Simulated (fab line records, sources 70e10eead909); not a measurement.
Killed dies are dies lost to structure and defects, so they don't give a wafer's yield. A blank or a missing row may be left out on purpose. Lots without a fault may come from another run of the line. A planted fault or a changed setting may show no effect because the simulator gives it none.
Problem report in the 8D (eight disciplines) form, filled by code | flow nand_harc | the parts of the form that need people (team, actions taken, sign-off) are left out

1. THE PROBLEM
thk_nm at NHARC_A_ONON_D2_THK_MEAS_11 reads a mean of 1509 nm on 9 wafers of 3 lots; wafers without a fault read 994 nm with a standard deviation of 12. That is +43 standard deviations from the usual mean.
The step: measures by ellipsometry.
First seen on wafer L516.1, day 15 11:29, on film_metro-01. The record holds 36 wafers of 12 lots with a number at this step. Rule for "out", or "out of limits": more than 4 standard deviations from the usual mean. The other wafers with a number count as sound.

2. WHAT IT IS AND WHAT IT IS NOT
question                    | is                     | is not
which readings at this step | thk_nm                 | -
which lots                  | L516, L518, L519       | L509, L510, L511, L512, L513, L520, L523, L524, L530
which wafers of those lots  | all that have a number | -
read on which gauges        | film_metro-01          | film_metro-02
when                        | from day 15 11:29      | up to then (15 sound wafers); but 12 sound wafers of L520, L523, L524, L530 came after

3. SUSPECTS, AND WHAT RULES EACH OUT
Counting: a tool at a process step up to the reading stays a suspect if it ran every lot that is out and no sound lot after the first of them.
- the gauge at NHARC_A_ONON_D2_THK_MEAS_11: ruled out. All the wafers that are out were read on film_metro-01, but those of them that NHARC_END_SORT_01 has rows for are out there too, on other tools.
- pecvd_onon-04 at NHARC_A_ONON_D2_DEP_09 (target thk 1000 nm): kept. It ran every lot that is out, first L516 (day 15 10:58), and no sound lot after that; its last sound lot up to then is L512 (day 13 12:51).
Left after counting: pecvd_onon-04 at NHARC_A_ONON_D2_DEP_09.

4. THE CAUSE (what the simulator had put in)
Process parameter drift: pecvd_onon-04, from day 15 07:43 on, at NHARC_A_ONON_D2_DEP_09. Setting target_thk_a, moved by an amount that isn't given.
Counting left only this tool.

5. THE CHAIN OF EFFECTS, in route order
Each row: a reading whose mean over the struck wafers that have a number lies more than 3 standard deviations from the usual. Only readings for which the record gives a usual standard deviation are gone through. hours: the time from each lot's start at the first step in this table that gives one to its start at this step, as a median over the lots. sigmas: the change in usual standard deviations.
hours | step                        | reading         | usual  | on struck wafers | change | sigmas
0     | NHARC_A_ONON_D2_THK_MEAS_11 | thk_nm          | 994 nm | 1509             | +515   | +43
289   | NHARC_END_SORT_01           | killed_at_array | 62     | 671              | +609   | +34
289   | NHARC_END_SORT_01           | killed_dies     | 67     | 677              | +610   | +36

6. WHAT WOULD HAVE CAUGHT IT SOONER
In this record the first reading out of limits at a measuring or inspecting step was taken at day 15 11:29, 4 hours after the fault began at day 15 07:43.
Of the tool readings at NHARC_A_ONON_D2_DEP_09 for which the record gives a usual standard deviation, none was out on any struck wafer, so an alarm limit of 4 standard deviations on them would not have fired.
Of the lots that are out (3), L518, L519 began NHARC_A_ONON_D2_DEP_09 on pecvd_onon-04 after day 15 11:29. A hold on the tool at that time would have spared those 2.
